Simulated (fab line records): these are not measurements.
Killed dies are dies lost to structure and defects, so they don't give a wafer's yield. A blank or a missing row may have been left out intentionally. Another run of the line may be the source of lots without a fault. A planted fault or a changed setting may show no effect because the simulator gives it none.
fab line records	flow n5_finfet
record lots=10	wafers=29	last_day=17
route steps=1938 shown FIN_SAQP@99 FIN_CUT@165 PASSIVATION@1936
lots that met no fault: taken from a fault-free run of the same line
start_h: start of the lot's first displayed wafer, in hours after the record's first day	wait_h: how many hours have passed since the lot's step before this one	" same as the row above	L1.1+2: a row that stands for several wafers	- no value, or no start was given	* or withheld: withheld	< > ~ a bound
route shown NAME@n: names a module that has steps shown in the file, with the first one's number in the route	usual: mean/standard deviation of fault-free wafers	same: alike in all rows	chamber/n: place in a boat	sites: the reading at each site	_std_site: standard deviation across them	_edge_site: the outer-site mean with the inner-site mean subtracted	radius_mm: how far each site lies from the wafer's centre	mask NAME#n: copy n	behind: the last tool/chamber to shape the wafer	hold: why the lot was held/for how many hours/how that ended	device: the transistor (n, p or np) that didn't switch	end of line: the route-end tests of the same wafers	for a step that has no rows: nothing shown but its recipe	killed: the dies lost at the first sort to structure and to defects; this is not the yield of the wafer	map: shows each die of a wafer: x if killed, . if not, _ if none is there
set.NAME: setting as actually run; set.NAME@STEP: the setting as run at that earlier step	model.NAME: the simulator's own value behind a step, which no gauge read
route steps across a sampled set of lots; one table per step, one row per wafer
services: a tool's chamber out of use, with start hour (start_h, from the record's first day; less than 0 if before it), hours out, and reason
## steps
# step N5_FIN_SAQP_PECVD_48
# recipe material=SiNx	target_thk_a=250	temp_c=400	precursor=SiH4/NH3/N2	pressure_torr=1.5	rf_w=300	time_s=22.1
# usual heater_power_w=779/66	showerhead_plenum_p_Torr=5.13/0.066	throttle_valve_pct=39.5/1.6
lot.wafer	tool	chamber	start_h	wait_h	heater_power_w	showerhead_plenum_p_Torr	throttle_valve_pct
L204.1	pecvd-01	1	39.37	0.0	785	5.15	39.4
L204.2	"	0	"	"	667	5.08	38.1
L204.5	"	1	"	"	784	5.17	39.6
L207.2	pecvd-01	0	56.78	0.0	756	5.08	37.9
L207.3	"	2	"	"	899	5.17	37.7
L207.6	"	1	"	"	768	5.16	39.6
L209.2	pecvd-01	2	70.00	0.0	919	5.16	37.2
L209.3	"	1	"	"	748	5.16	40.0
L209.6	"	2	"	"	909	5.17	37.5
L210.3	pecvd-01	2	75.16	0.0	752	5.15	37.4
L210.4	"	0	"	"	670	5.09	38.0
L210.5	"	2	"	"	758	5.15	37.3
L211.1	pecvd-01	2	81.36	0.0	906	5.15	37.3
L211.2	"	1	"	"	777	5.18	39.8
L211.4	"	0	"	"	706	5.08	38.1
L212.1	pecvd-03	0	90.73	0.0	862	5.25	38.6
L212.4	"	1	"	"	830	5.20	42.4
L212.5	"	0	"	"	837	5.24	38.5
L217.4	pecvd-01	2	118.51	0.0	903	5.16	37.5
L217.6	"	0	"	"	745	5.08	37.8
L218.1	pecvd-01	1	123.53	0.0	700	5.17	39.7
L218.4	"	1	"	"	712	5.17	39.6
L218.5	"	2	"	"	785	5.15	37.7
L219.1	pecvd-01	2	131.21	0.0	783	5.16	37.6
L219.2	"	1	"	"	845	5.17	39.7
L219.4	"	1	"	"	856	5.16	39.8
L224.3	pecvd-03	0	158.81	0.0	943	5.25	38.8
L224.4	"	2	"	"	717	5.01	39.8
L224.6	"	1	"	"	813	5.20	42.2
# step N5_FIN_SAQP_PECVD_06
# recipe material=a-Si	target_thk_a=600	temp_c=400	precursor=SiH4/He	pressure_torr=3	rf_w=100	time_s=48.1
# usual heater_power_w=858/65	showerhead_plenum_p_Torr=5.66/0.049	throttle_valve_pct=18.0/0.74
lot.wafer	tool	chamber	start_h	wait_h	heater_power_w	showerhead_plenum_p_Torr	throttle_valve_pct
L204.1	pecvd-01	1	39.41	0.0	848	5.69	18.1
L204.2	"	0	"	"	858	5.62	17.3
L204.5	"	1	"	"	848	5.70	18.0
L207.2	pecvd-01	0	56.82	0.0	791	5.63	17.2
L207.3	"	2	"	"	928	5.67	17.0
L207.6	"	1	"	"	932	5.67	18.1
L209.2	pecvd-01	2	70.04	0.0	879	5.68	16.9
L209.3	"	1	"	"	854	5.70	17.8
L209.6	"	2	"	"	886	5.68	16.9
L210.3	pecvd-01	2	75.20	0.0	997	5.68	17.2
L210.4	"	0	"	"	728	5.62	17.3
L210.5	"	2	"	"	1003	5.68	17.1
L211.1	pecvd-01	2	81.40	0.0	974	5.69	17.0
L211.2	"	1	"	"	841	5.68	18.1
L211.4	"	0	"	"	725	5.62	17.5
L212.1	pecvd-03	0	90.77	0.0	864	5.74	17.8
L212.4	"	1	"	"	878	5.71	19.1
L212.5	"	0	"	"	879	5.75	17.8
L217.4	pecvd-01	2	118.56	0.0	970	5.67	17.0
L217.6	"	0	"	"	828	5.61	17.2
L218.1	pecvd-01	1	123.57	0.0	875	5.68	18.0
L218.4	"	1	"	"	862	5.68	18.1
L218.5	"	2	"	"	928	5.68	17.1
L219.1	pecvd-01	2	131.25	0.0	911	5.68	17.4
L219.2	"	1	"	"	863	5.70	18.0
L219.4	"	1	"	"	865	5.68	18.2
L224.3	pecvd-03	0	158.85	0.0	904	5.75	17.5
L224.4	"	2	"	"	860	5.58	18.1
L224.6	"	1	"	"	898	5.71	19.1
# step N5_FIN_SAQP_INSPECT_18
# recipe mode=adi	inspect_instrument=brightfield
# usual raw_defect_count=462/120
lot.wafer	tool	chamber	start_h	wait_h	raw_defect_count
L204.1	defect_inspect-02	-	40.05	0.0	680
L204.2	"	-	"	"	809
L204.5	"	-	"	"	594
L207.2	defect_inspect-02	-	57.47	0.0	436
L207.3	"	-	"	"	591
L207.6	"	-	"	"	688
L209.2	defect_inspect-02	-	70.68	0.0	566
L209.3	"	-	"	"	506
L209.6	"	-	"	"	540
L210.3	defect_inspect-01	-	75.83	0.0	395
L210.4	"	-	"	"	401
L210.5	"	-	"	"	316
L211.1	defect_inspect-01	-	82.04	0.0	362
L211.2	"	-	"	"	551
L211.4	"	-	"	"	614
L212.1	defect_inspect-01	-	91.41	0.0	408
L212.4	"	-	"	"	324
L212.5	"	-	"	"	350
L217.4	defect_inspect-01	-	119.06	0.0	628
L217.6	"	-	"	"	520
L218.1	defect_inspect-01	-	124.21	0.0	1278
L218.4	"	-	"	"	1156
L218.5	"	-	"	"	1245
L219.1	defect_inspect-01	-	131.88	0.0	1162
L219.2	"	-	"	"	1186
L219.4	"	-	"	"	1363
L224.3	defect_inspect-02	-	159.48	0.0	499
L224.4	"	-	"	"	430
L224.6	"	-	"	"	499
# step N5_FIN_SAQP_STRIP_55
# recipe chemistry=N2/H2	power_w=500	temp_c=40	pressure_mtorr=50	rf_frequency_hz=6e+07	overash_fraction=0.3	bias_power_w=28	h2_frac=0.5	n2_flow_sccm=300	h2_flow_sccm=300
# usual drypump_motor_current_A=5.9/0.36	oes_product_au=0.77/0.084	rf_vpp_V=121.9/1.2	showerhead_plenum_p_Torr=3.39/0.087	throttle_valve_pct=19.1/0.38
lot.wafer	tool	chamber	start_h	wait_h	drypump_motor_current_A	oes_product_au	rf_hours_counter_h	rf_vpp_V	showerhead_plenum_p_Torr	throttle_valve_pct
L204.1	rie_diel-01	0	40.54	0.1	5.9	0.77	157	121.7	3.21	19.2
L204.2	"	1	"	"	5.8	0.69	222	122.0	3.47	19.1
L204.5	"	3	"	"	5.6	0.86	-	120.0	3.42	19.5
L207.2	rie_diel-02	1	57.88	0.1	6.3	0.71	250	120.8	3.43	19.3
L207.3	"	2	"	"	6.0	0.85	58	120.3	3.41	18.7
L207.6	"	1	"	"	6.3	0.70	-	123.1	3.43	19.3
L209.2	rie_diel-01	3	71.74	0.5	5.6	0.85	80	121.5	3.42	19.5
L209.3	"	2	"	"	6.5	0.70	214	123.3	3.44	18.6
L209.6	"	3	"	"	5.6	0.85	-	120.8	3.42	19.5
L210.3	rie_diel-02	0	78.18	0.4	5.9	0.81	125	121.8	3.39	19.2
L210.4	"	3	"	"	5.6	0.73	178	122.0	3.46	18.6
L210.5	"	3	"	"	5.6	0.73	-	121.8	3.46	18.6
L211.1	rie_diel-01	2	82.46	0.1	6.5	0.71	218	122.5	3.44	18.6
L211.2	"	3	"	"	5.6	0.84	84	121.4	3.41	19.5
L211.4	"	0	"	"	5.9	0.75	174	121.3	3.20	19.3
L212.1	rie_diel-04	2	92.22	0.2	5.4	0.68	210	122.0	3.47	19.2
L212.4	"	3	"	"	5.2	0.72	-	121.6	3.34	19.6
L212.5	"	3	"	"	5.2	0.73	-	122.7	3.34	19.6
L217.4	rie_diel-01	3	119.50	0.1	5.6	0.83	-	123.1	3.41	19.5
L217.6	"	2	"	"	6.5	0.69	-	121.8	3.43	18.6
L218.1	rie_diel-01	0	125.82	0.1	5.9	0.74	191	120.1	3.19	19.3
L218.4	"	2	"	"	6.4	0.68	-	122.8	3.43	18.6
L218.5	"	0	"	"	6.0	0.74	-	121.1	3.19	19.2
L219.1	rie_diel-02	3	132.31	0.1	5.6	0.72	199	122.6	3.45	18.6
L219.2	"	2	"	"	6.0	0.82	82	122.0	3.39	18.7
L219.4	"	1	"	"	6.3	0.92	19	122.0	3.42	18.8
L224.3	rie_diel-01	3	159.90	0.1	5.6	0.81	120	122.0	3.39	19.6
L224.4	"	3	"	"	5.6	0.81	-	123.7	3.39	19.6
L224.6	"	0	"	"	5.9	0.73	-	121.0	3.19	19.3
# step N5_FIN_SAQP_SPACER1_ETCHBACK_25
# recipe chemistry=CHF3/O2	mode=anisotropic_etchback	target=SiO2	target_depth_a=244	time_s=12.2	pressure_mtorr=30	source_w=650	bias_w=170	Ar_flow_sccm=200	CHF3_flow_sccm=50	O2_flow_sccm=5	ion_energy_ev=200
# usual drypump_motor_current_A=5.9/0.32	oes_product_au=0.77/0.08	rf_vpp_V=526/8.8	showerhead_plenum_p_Torr=2.43/0.065	throttle_valve_pct=19.00/0.19
lot.wafer	tool	chamber	start_h	wait_h	drypump_motor_current_A	oes_product_au	rf_hours_counter_h	rf_vpp_V	showerhead_plenum_p_Torr	throttle_valve_pct
L204.1	rie_diel-01	2	42.05	0.5	6.5	0.72	202	540	2.49	18.90
L204.2	"	0	"	"	5.9	0.75	158	520	2.30	19.10
L204.5	"	3	"	"	5.6	0.86	-	535	2.45	19.16
L207.2	rie_diel-01	2	59.61	0.4	6.5	0.71	207	540	2.48	18.91
L207.3	"	0	"	"	5.9	0.74	164	519	2.30	19.11
L207.6	"	2	"	"	6.5	0.71	-	540	2.48	18.90
L209.2	rie_diel-04	1	73.55	0.8	6.6	0.87	32	516	2.35	18.77
L209.3	"	2	"	"	5.4	0.69	202	522	2.49	19.13
L209.6	"	2	"	"	5.4	0.68	-	523	2.49	19.12
L210.3	rie_diel-02	0	79.69	0.5	5.9	0.78	126	521	2.41	18.99
L210.4	"	3	"	"	5.6	0.73	179	538	2.50	18.92
L210.5	"	2	"	"	6.0	0.83	-	514	2.45	18.60
L211.1	rie_diel-02	3	84.23	0.4	5.6	0.73	180	538	2.50	18.91
L211.2	"	2	"	"	6.0	0.83	64	515	2.45	18.58
L211.4	"	0	"	"	5.9	0.78	128	520	2.41	19.00
L212.1	rie_diel-04	3	94.24	0.4	5.2	0.72	206	526	2.38	19.25
L212.4	"	2	"	"	5.4	0.68	-	521	2.49	19.15
L212.5	"	2	"	"	5.4	0.69	-	521	2.49	19.14
L217.4	rie_diel-02	3	120.90	0.4	5.6	0.72	194	537	2.49	18.97
L217.6	"	2	"	"	6.0	0.81	-	512	2.44	18.60
L218.1	rie_diel-02	3	127.49	0.6	5.6	0.72	197	536	2.49	18.95
L218.4	"	0	"	"	5.8	0.77	143	522	2.41	19.01
L218.5	"	3	"	"	5.6	0.72	-	537	2.49	18.96
L219.1	rie_diel-02	2	133.74	0.4	6.0	0.81	83	513	2.44	18.61
L219.2	"	3	"	"	5.6	0.72	200	537	2.49	18.94
L219.4	"	0	"	"	5.9	0.76	146	519	2.40	19.02
L224.3	rie_diel-01	1	161.43	0.5	5.8	0.98	8	526	2.46	18.74
L224.4	"	0	"	"	5.9	0.71	-	519	2.28	19.20
L224.6	"	3	"	"	5.6	0.81	-	534	2.43	19.26
# step N5_FIN_SAQP_INSPECT_40
# recipe inspect_instrument=brightfield	mode=aei
# usual raw_defect_count=242/67
lot.wafer	tool	chamber	start_h	wait_h	raw_defect_count
L204.1	defect_inspect-01	-	44.66	0.0	331
L204.2	"	-	"	"	305
L204.5	"	-	"	"	343
L207.2	defect_inspect-01	-	62.25	0.0	180
L207.3	"	-	"	"	155
L207.6	"	-	"	"	174
L209.2	defect_inspect-02	-	76.64	0.0	417
L209.3	"	-	"	"	427
L209.6	"	-	"	"	324
L210.3	defect_inspect-01	-	82.09	0.0	305
L210.4	"	-	"	"	345
L210.5	"	-	"	"	182
L211.1	defect_inspect-01	-	87.26	0.0	141
L211.2	"	-	"	"	173
L211.4	"	-	"	"	218
L212.1	defect_inspect-02	-	96.95	0.0	151
L212.4	"	-	"	"	219
L212.5	"	-	"	"	154
L217.4	defect_inspect-02	-	124.01	0.0	282
L217.6	"	-	"	"	364
L218.1	defect_inspect-02	-	130.43	0.0	999
L218.4	"	-	"	"	1015
L218.5	"	-	"	"	1034
L219.1	defect_inspect-01	-	136.46	0.0	1041
L219.2	"	-	"	"	1109
L219.4	"	-	"	"	955
L224.3	defect_inspect-01	-	164.03	0.0	276
L224.4	"	-	"	"	245
L224.6	"	-	"	"	262
# step N5_FIN_CUT_INSPECT_10
# recipe mode=adi	inspect_instrument=brightfield
# usual raw_defect_count=44/12
lot.wafer	tool	chamber	start_h	wait_h	raw_defect_count
L204.1	defect_inspect-01	-	45.05	0.1	61
L204.2	"	-	"	"	60
L204.5	"	-	"	"	51
L207.2	defect_inspect-02	-	62.64	0.0	37
L207.3	"	-	"	"	26
L207.6	"	-	"	"	27
L209.2	defect_inspect-02	-	77.03	0.0	74
L209.3	"	-	"	"	67
L209.6	"	-	"	"	57
L210.3	defect_inspect-01	-	82.48	0.0	58
L210.4	"	-	"	"	76
L210.5	"	-	"	"	43
L211.1	defect_inspect-01	-	87.69	0.1	31
L211.2	"	-	"	"	44
L211.4	"	-	"	"	50
L212.1	defect_inspect-02	-	97.34	0.1	45
L212.4	"	-	"	"	42
L212.5	"	-	"	"	40
L217.4	defect_inspect-01	-	124.41	0.0	51
L217.6	"	-	"	"	51
L218.1	defect_inspect-01	-	130.82	0.1	863
L218.4	"	-	"	"	854
L218.5	"	-	"	"	870
L219.1	defect_inspect-02	-	136.85	0.1	851
L219.2	"	-	"	"	854
L219.4	"	-	"	"	816
L224.3	defect_inspect-02	-	164.42	0.0	43
L224.4	"	-	"	"	34
L224.6	"	-	"	"	45
# step N5_PASSIVATION_PROBE_49
# usual killed_at_M0_to_M3=33/9.1	killed_at_M4_up=14/5.6	killed_at_contacts=13/5.7	killed_at_front_end=42/12	killed_at_other=4/3	killed_dies=105/16	killed_open=69/11	killed_short=34/7.5
# same gross_dies=1180	killed_at_back_side=0
lot.wafer	tool	chamber	start_h	wait_h	killed_at_M0_to_M3	killed_at_M4_up	killed_at_contacts	killed_at_front_end	killed_at_other	killed_dies	killed_open	killed_short
L204.1	prober-01	-	274.06	0.0	60	13	15	51	0	139	90	48
L204.2	prober-01	-	274.11	0.1	50	12	5	40	1	108	67	40
L204.5	prober-01	-	274.26	0.2	46	10	16	39	4	115	71	39
L207.2	prober-01	-	300.77	0.5	39	8	9	65	4	125	75	48
L207.3	prober-01	-	300.82	0.5	37	13	16	52	8	126	76	47
L207.6	prober-01	-	300.97	0.7	32	17	15	54	6	124	82	39
L209.2	prober-02	-	309.78	0.1	36	10	15	28	2	91	65	26
L209.3	prober-02	-	309.83	0.1	41	13	16	53	1	124	72	51
L209.6	prober-02	-	309.98	0.3	45	3	13	41	4	106	63	42
L210.3	prober-02	-	310.98	0.1	52	15	13	20	5	105	68	36
L210.4	prober-02	-	311.03	0.2	29	12	11	37	4	93	51	39
L210.5	prober-02	-	311.08	0.2	27	12	11	23	0	73	53	20
L211.1	prober-01	-	323.05	0.0	22	9	16	29	12	88	56	32
L211.2	prober-01	-	323.10	0.1	16	12	8	32	3	71	40	30
L211.4	prober-01	-	323.20	0.2	24	10	8	49	4	95	59	33
L212.1	prober-01	-	340.73	0.0	24	21	9	53	2	109	80	28
L212.4	prober-01	-	340.88	0.2	17	12	16	44	1	90	65	22
L212.5	prober-01	-	340.93	0.2	26	12	10	54	4	106	72	32
L217.4	prober-02	-	362.59	0.2	27	8	11	56	2	104	64	40
L217.6	prober-02	-	362.69	0.3	49	16	18	40	5	128	90	38
L218.1	prober-01	-	368.26	0.0	25	9	1	160	4	199	30	26
L218.4	prober-01	-	368.41	0.2	34	19	10	178	9	250	82	21
L218.5	prober-01	-	368.46	0.2	21	16	11	185	1	234	51	22
L219.1	prober-01	-	378.24	0.0	29	18	3	190	8	248	64	35
L219.2	prober-01	-	378.29	0.1	33	14	10	172	5	234	65	34
L219.4	prober-01	-	378.39	0.2	38	23	14	184	6	265	96	36
L224.3	prober-01	-	410.74	0.1	23	13	17	65	10	128	79	42
L224.4	prober-01	-	410.79	0.2	31	8	17	48	6	110	67	39
L224.6	prober-01	-	410.89	0.3	31	9	12	50	4	106	65	37
# killed by level:class
L204.1 FIN_SAQP:geometric_particle:short=16 BEOL_M3:geometric_particle:open=15 BEOL_M1:geometric_particle:open=13 BEOL_M0_SAQP:geometric_particle:open=11 FIN_SAQP:geometric_particle:open=10 MOL_CONTACT_COAG:geometric_particle:open=9 BEOL_M2:geometric_particle:open=7 MOL_CONTACT_COAG:geometric_particle:short=5
L204.2 BEOL_M1:geometric_particle:open=17 FIN_SAQP:geometric_particle:short=12 BEOL_M3:geometric_particle:open=8 BEOL_M4:geometric_particle:open=8 FIN_SAQP:geometric_particle:open=6 GATE_CUT:geometric_particle:short=6 MOL_CONTACT_COAG:geometric_particle:open=5 BEOL_M1:geometric_particle:short=5
L204.5 BEOL_M1:geometric_particle:open=14 STI_FIN_REVEAL:geometric_particle:open=11 MOL_CONTACT_COAG:geometric_particle:open=11 BEOL_M0_SAQP:geometric_particle:short=8 BEOL_M0_SAQP:geometric_particle:open=6 BEOL_M1:geometric_particle:short=6 BEOL_M4:geometric_particle:open=5 GATE_CUT:geometric_particle:short=5
L207.2 FIN_SAQP:geometric_particle:short=20 FIN_SAQP:geometric_particle:open=20 STI_FIN_REVEAL:geometric_particle:open=14 BEOL_M0_SAQP:geometric_particle:short=13 BEOL_M0_SAQP:geometric_particle:open=10 MOL_CONTACT_COAG:geometric_particle:open=6 BEOL_M0:geometric_particle:open=4 BEOL_M1:geometric_particle:open=4
L207.3 FIN_SAQP:geometric_particle:short=18 MOL_CONTACT_COAG:geometric_particle:open=13 FIN_SAQP:geometric_particle:open=10 BEOL_M0_SAQP:geometric_particle:open=10 DUMMY_GATE:geometric_particle:open=9 BEOL_M0_SAQP:geometric_particle:short=9 BEOL_M1:geometric_particle:open=8 STI_FIN_REVEAL:geometric_particle:open=4
L207.6 FIN_SAQP:geometric_particle:short=15 FIN_SAQP:geometric_particle:open=13 MOL_CONTACT_COAG:geometric_particle:open=12 BEOL_M0_SAQP:geometric_particle:open=10 DUMMY_GATE:geometric_particle:open=8 BEOL_M0_SAQP:geometric_particle:short=7 BEOL_M2:geometric_particle:open=7 BEOL_M5:geometric_particle:open=6
L209.2 MOL_CONTACT_COAG:geometric_particle:open=11 FIN_SAQP:geometric_particle:open=8 BEOL_M2:geometric_particle:open=7 STI_FIN_REVEAL:geometric_particle:open=6 BEOL_M1:geometric_particle:open=6 BEOL_M0_SAQP:geometric_particle:short=6 BEOL_M0_SAQP:geometric_particle:open=5 BEOL_M3:geometric_particle:open=5
L209.3 STI_FIN_REVEAL:geometric_particle:open=10 FIN_SAQP:geometric_particle:short=9 BEOL_M1:geometric_particle:open=9 MOL_CONTACT_COAG:geometric_particle:open=9 FIN_SAQP:geometric_particle:open=7 MOL_CONTACT_COAG:geometric_particle:short=7 DUMMY_GATE:geometric_particle:open=6 BEOL_M1:geometric_particle:short=6
L209.6 FIN_SAQP:geometric_particle:short=13 FIN_SAQP:geometric_particle:open=11 BEOL_M1:geometric_particle:open=11 BEOL_M0_SAQP:geometric_particle:short=10 BEOL_M3:geometric_particle:open=10 MOL_CONTACT_COAG:geometric_particle:open=9 BEOL_M0_SAQP:geometric_particle:open=4 BEOL_M2:geometric_particle:short=4
L210.3 BEOL_M2:geometric_particle:open=20 MOL_CONTACT_COAG:geometric_particle:open=12 BEOL_M2:geometric_particle:short=7 BEOL_M3:geometric_particle:open=7 GATE_CUT:geometric_particle:short=6 BEOL_M1:geometric_particle:short=5 BEOL_M0_SAQP:geometric_particle:short=4 BEOL_M1:geometric_particle:open=4
L210.4 MOL_CONTACT_COAG:geometric_particle:open=10 STARTING-WAFER:geometric_particle:short=8 BEOL_M3:geometric_particle:open=7 BEOL_M2:geometric_particle:open=6 GATE_CUT:geometric_particle:short=5 BEOL_M0:geometric_particle:open=5 BEOL_M4:geometric_particle:open=5 BEOL_M4:geometric_particle:short=4
L210.5 MOL_CONTACT_COAG:geometric_particle:open=8 BEOL_M4:geometric_particle:open=8 FIN_SAQP:geometric_particle:open=5 BEOL_M0_SAQP:geometric_particle:open=5 BEOL_M3:geometric_particle:open=5 BEOL_M1:geometric_particle:open=4 BEOL_M2:geometric_particle:open=4 BEOL_M3:geometric_particle:short=4
L211.1 MOL_CONTACT_COAG:geometric_particle:open=14 FIN_SAQP:geometric_particle:short=9 STI_FIN_REVEAL:geometric_particle:open=9 GATE_CUT:geometric_particle:short=5 BEOL_M2:geometric_particle:open=5 BEOL_M3:geometric_particle:open=5 PASS1_DEP:geometric_particle:open=5 PASS1_DEP:geometric_particle:short=5
L211.2 FIN_SAQP:geometric_particle:short=9 MOL_CONTACT_COAG:geometric_particle:open=6 BEOL_M4:geometric_particle:open=6 GATE_CUT:geometric_particle:short=4 BEOL_M0_SAQP:geometric_particle:short=4 BEOL_M2:geometric_particle:open=4 FIN_SAQP:geometric_particle:open=3 BEOL_M0_SAQP:geometric_particle:open=3
L211.4 STI_FIN_REVEAL:geometric_particle:open=14 FIN_SAQP:geometric_particle:short=12 BEOL_M3:geometric_particle:open=8 MOL_CONTACT_COAG:geometric_particle:open=7 GATE_CUT:geometric_particle:short=5 BEOL_M2:geometric_particle:open=5 BEOL_M4:geometric_particle:open=5 FIN_SAQP:geometric_particle:open=4
L212.1 FIN_SAQP:geometric_particle:open=15 BEOL_M4:geometric_particle:open=11 BEOL_M3:geometric_particle:open=10 STI_FIN_REVEAL:geometric_particle:open=9 GATE_CUT:geometric_particle:open=7 MOL_CONTACT_COAG:geometric_particle:open=7 FIN_SAQP:geometric_particle:short=5 DUMMY_GATE:geometric_particle:open=5
L212.4 MOL_CONTACT_COAG:geometric_particle:open=13 FIN_SAQP:geometric_particle:open=12 STI_FIN_REVEAL:geometric_particle:open=12 BEOL_M3:geometric_particle:open=5 FIN_SAQP:geometric_particle:short=4 BEOL_M1:geometric_particle:open=4 BEOL_M1:geometric_particle:short=4 STI_FIN_REVEAL:geometric_particle:short=3
L212.5 STI_FIN_REVEAL:geometric_particle:open=15 FIN_SAQP:geometric_particle:short=9 MOL_CONTACT_COAG:geometric_particle:open=9 BEOL_M3:geometric_particle:open=8 FIN_SAQP:geometric_particle:open=7 STI_FIN_REVEAL:geometric_particle:short=6 BEOL_M1:geometric_particle:open=6 BEOL_M4:geometric_particle:open=5
L217.4 FIN_SAQP:geometric_particle:open=12 FIN_SAQP:geometric_particle:short=12 MOL_CONTACT_COAG:geometric_particle:open=9 DUMMY_GATE:geometric_particle:open=6 BEOL_M1:geometric_particle:open=6 STI_FIN_REVEAL:geometric_particle:open=5 BEOL_M0_SAQP:geometric_particle:open=4 STARTING-WAFER:geometric_particle:open=4
L217.6 BEOL_M2:geometric_particle:open=19 MOL_CONTACT_COAG:geometric_particle:open=14 BEOL_M4:geometric_particle:open=10 GATE_CUT:geometric_particle:short=8 BEOL_M0_SAQP:geometric_particle:open=8 BEOL_M3:geometric_particle:open=8 FIN_SAQP:geometric_particle:open=6 BEOL_M2:geometric_particle:short=6
L218.1 FIN_SAQP:unspecified=142 BEOL_M0_SAQP:geometric_particle:short=7 FIN_SAQP:geometric_particle:short=6 BEOL_M3:geometric_particle:open=6 BEOL_M1:geometric_particle:open=4 FIN_SAQP:geometric_particle:open=2 ILD0:geometric_particle:open=2 GATE_CUT:geometric_particle:open=2
L218.4 FIN_SAQP:unspecified=131 HKMG_FIN:area_etch=16 STI_FIN_REVEAL:geometric_particle:open=15 MOL_CONTACT_COAG:geometric_particle:open=9 BEOL_M1:geometric_particle:open=8 BEOL_M4:geometric_particle:open=8 BEOL_M5:geometric_particle:open=7 BEOL_M0_SAQP:geometric_particle:open=7
L218.5 FIN_SAQP:unspecified=150 HKMG_FIN:area_etch=11 MOL_CONTACT_COAG:geometric_particle:open=9 BEOL_M4:geometric_particle:open=7 BEOL_M0_SAQP:geometric_particle:open=5 GATE_CUT:geometric_particle:short=4 BEOL_M2:geometric_particle:open=4 STARTING-WAFER:geometric_particle:short=4
L219.1 FIN_SAQP:unspecified=149 BEOL_M0_SAQP:geometric_particle:short=12 BEOL_M4:geometric_particle:open=10 STI_FIN_REVEAL:geometric_particle:open=9 BEOL_M0_SAQP:geometric_particle:open=9 FIN_SAQP:geometric_particle:short=8 FIN_SAQP:geometric_particle:open=6 BEOL_M3:geometric_particle:open=4
L219.2 FIN_SAQP:unspecified=133 BEOL_M4:geometric_particle:open=11 FIN_SAQP:geometric_particle:short=9 STI_FIN_REVEAL:geometric_particle:open=9 MOL_CONTACT_COAG:geometric_particle:open=8 BEOL_M3:geometric_particle:open=8 FIN_SAQP:geometric_particle:open=7 BEOL_M0_SAQP:geometric_particle:open=6
L219.4 FIN_SAQP:unspecified=122 MOL_CONTACT_COAG:geometric_particle:open=14 BEOL_M3:geometric_particle:open=14 FIN_SAQP:geometric_particle:open=13 HKMG_FIN:area_etch=11 FIN_SAQP:geometric_particle:short=8 BEOL_M4:geometric_particle:open=8 BEOL_M1:geometric_particle:open=7
L224.3 STI_FIN_REVEAL:geometric_particle:open=17 FIN_SAQP:geometric_particle:short=16 FIN_SAQP:geometric_particle:open=13 MOL_CONTACT_COAG:geometric_particle:open=13 BEOL_M4:geometric_particle:open=7 MIM_TOP:geometric_particle:open=5 STI_FIN_REVEAL:geometric_particle:short=4 BEOL_M3:geometric_particle:open=4
L224.4 MOL_CONTACT_COAG:geometric_particle:open=12 FIN_SAQP:geometric_particle:open=10 FIN_SAQP:geometric_particle:short=9 STI_FIN_REVEAL:geometric_particle:open=9 BEOL_M0_SAQP:geometric_particle:open=6 BEOL_M2:geometric_particle:short=5 ILD0:geometric_particle:short=5 BEOL_M1:geometric_particle:open=5
L224.6 FIN_SAQP:geometric_particle:open=14 FIN_SAQP:geometric_particle:short=12 MOL_CONTACT_COAG:geometric_particle:open=10 BEOL_M1:geometric_particle:open=8 BEOL_M2:geometric_particle:open=6 STI_FIN_REVEAL:geometric_particle:open=5 STI_FIN_REVEAL:geometric_particle:short=4 BEOL_M4:geometric_particle:open=4
## services
tool	chamber	start_h	hours	kind
pecvd-03	-	26.63	1.5	repair
rie_diel-02	2	28.82	5.0	repair
pecvd-01	1	58.57	5.5	scheduled_down
rie_diel-02	1	59.17	-	clean
rie_diel-02	1	59.17	-	consumable_replace:focus_ring
rie_diel-02	1	59.17	15.3	scheduled_down
rie_diel-02	1	59.17	15.3	vent_cycle
rie_diel-02	-	63.58	14.6	pm
rie_diel-01	-	72.88	0.5	repair
rie_diel-04	0	86.02	-	clean
rie_diel-04	0	86.02	-	consumable_replace:focus_ring
rie_diel-04	0	86.02	22.5	scheduled_down
rie_diel-04	0	86.02	22.5	vent_cycle
pecvd-01	2	114.12	2.1	scheduled_down
rie_diel-01	1	118.84	-	clean
rie_diel-01	1	118.84	-	consumable_replace:focus_ring
rie_diel-01	1	118.84	22.1	scheduled_down
rie_diel-01	1	118.84	22.1	vent_cycle
rie_diel-04	3	133.21	1.2	repair
rie_diel-01	2	154.11	-	clean
rie_diel-01	2	154.11	-	consumable_replace:focus_ring
## key
first_sign step=N5_FIN_SAQP_INSPECT_18	reading=raw_defect_count	direction=up	sigmas=6.3	usual=462	struck=1232
effect step=N5_FIN_SAQP_INSPECT_40	reading=raw_defect_count	direction=up	sigmas=12	usual=242	struck=1026
effect step=N5_FIN_CUT_INSPECT_10	reading=raw_defect_count	direction=up	sigmas=69	usual=44	struck=851
effect step=N5_PASSIVATION_PROBE_49	reading=killed_at_front_end	direction=up	sigmas=11	usual=42	struck=178
more_kills_born_at N5_FIN_SAQP_PECVD_48@pecvd-01=827
met_at N5_FIN_SAQP_PECVD_48
struck_lots L218,L219
tester_left_out L218,L219
baseline_loss step=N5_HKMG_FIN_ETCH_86	wafers=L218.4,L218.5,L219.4
not_acting_at N5_FIN_SAQP_PECVD_06,N5_FIN_SAQP_STRIP_55,N5_FIN_SAQP_SPACER1_ETCHBACK_25
onset_between 118.51 123.53
fault kind=chamber_particle_source	tool=pecvd-01	chamber=-	onset_h=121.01	steps=N5_FIN_SAQP_PECVD_48	rate_per_visit_cm2=1.2568	end_h=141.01
# tester_left_out: of these lots the tester's yield and bins aren't shown, on N5 and GAA mostly nor the transistor test; their killed dies are dies lost to structure and defects alone, not to doping, threshold or leakage, so they don't give the yield
# baseline_loss: these wafers lose ten dies or more at that step, a loss of the line's own and not of a fault; the sort's usual values leave them out
